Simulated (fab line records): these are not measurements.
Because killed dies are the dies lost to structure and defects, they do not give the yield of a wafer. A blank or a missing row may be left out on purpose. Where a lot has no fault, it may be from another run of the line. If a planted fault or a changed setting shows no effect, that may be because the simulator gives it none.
Matching of chambers    flow n5-finfet    3 sister chambers for N5_BEOL_M7_CURE_74 on uv-cure-01
The step cures SiCOH lowk, time 240 s. 5 wafers are shown with their chamber, then 8 later ones without.

WAFERS PAIRED WITH THEIR CHAMBERS
wafer   chamber  lamp-power-pct (%)  wafer_temp_C_max
L083.4  2        52.35               387.5
L083.5  2        52.26               387.1
L087.3  0        52.28               388.0
L087.4  0        52.37               387.1
L088.1  1        52.38               386.5

WAFERS WITHOUT THEIR CHAMBER
wafer   lamp-power-pct (%)  wafer_temp_C_max
L088.3  52.28               386.3
L088.5  52.28               385.5
L097.2  52.26               386.5
L097.4  52.33               386.7
L097.6  52.33               386.9
L093.1  52.37               386.1
L093.2  52.34               385.9
L093.4  52.37               385.8

WHICH CHAMBER EACH WENT THROUGH
wafer   from the rows above           in truth
L088.3  can't be placed: 1 or 2 or 0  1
L088.5  can't be placed: 1 or 2 or 0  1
L097.2  can't be placed: 2 or 1 or 0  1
L097.4  can't be placed: 1 or 2 or 0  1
L097.6  can't be placed: 2 or 1 or 0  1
L093.1  can't be placed: 1 or 2       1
L093.2  can't be placed: 1 or 2 or 0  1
L093.4  can't be placed: 1 or 2       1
Placed correctly: 0 of 8. Not placeable from these rows: 8 (in 8, the candidates include the true chamber). Number placed wrongly: 0.
How it was worked out, from the rows above alone: a wafer's distance from a chamber is the root of the sum, over the readings, of the square of ((its reading less the chamber's mean) divided by the reading's scatter). If the next closest chamber is less than 2 further off than the closest, the wafer can't be placed; otherwise it belongs to the closest. The mean given for a chamber averages the wafers shown for that chamber. How the scatter is found: for the shown wafers, subtract from each reading the mean of its chamber, square and add these, divide the total by (wafers less chambers), then take the root.
